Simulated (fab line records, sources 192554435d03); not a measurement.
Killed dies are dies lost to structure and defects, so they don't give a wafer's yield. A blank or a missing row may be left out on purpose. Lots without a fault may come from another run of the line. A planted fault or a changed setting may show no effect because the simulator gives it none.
Which tool did it? | flow n5_finfet | 12 lots, 36 wafers sampled, at 1 step of a route of 1938

WHAT THE GAUGES READ, wafer by wafer
N5_STI_FIN_REVEAL_THK_MEAS_05.
lot  | measured    | on            | thk_nm (nm)
L075 | day 2 16:11 | film_metro-02 | 131.7 130.7 131.8
L077 | day 3 03:06 | film_metro-01 | 132.2 130.9 131.3
L079 | day 3 14:58 | film_metro-01 | 130.6 131.1 131.6
L081 | day 4 04:23 | film_metro-01 | 132.5 130.7 132.0
L083 | day 4 15:41 | film_metro-02 | 131.8 133.7 130.8
L085 | day 5 04:38 | film_metro-01 | 134.0 131.7 132.0
L087 | day 5 17:24 | film_metro-02 | 134.9 132.6 132.7
L089 | day 6 04:11 | film_metro-02 | 129.4 131.3 131.7
L091 | day 6 16:13 | film_metro-02 | 133.7 133.4 133.4
L093 | day 7 05:40 | film_metro-01 | 131.2 132.6 133.8
L095 | day 7 15:57 | film_metro-01 | 133.3 132.6 133.4
L097 | day 8 03:29 | film_metro-01 | 130.6 129.9 130.7

WHICH TOOL RAN EACH LOT (tool, then ch and the chambers of the sampled wafers, then the start)
The record holds no process step before these readings.

THE ANSWER, worked out from the rows above alone
Rule: what is usual is taken from the lots themselves. Put in order of their means at a reading, lots are off if they are a third of the lots or fewer, leave a main group of 4 or more, and stand apart from it by a gap of 3 or more times the standard deviation of the main group's means; of several such gaps the widest counts. A main group whose means are all the same, to the digits that the tables above print for the reading, isn't used. A lot without any number at a reading at which 4 lots or more have one is off too. The other lots that the step has rows for count as sound.
No lot is off at any reading shown: from this, nothing can be told.

WHAT THE SIMULATOR HAD PUT IN
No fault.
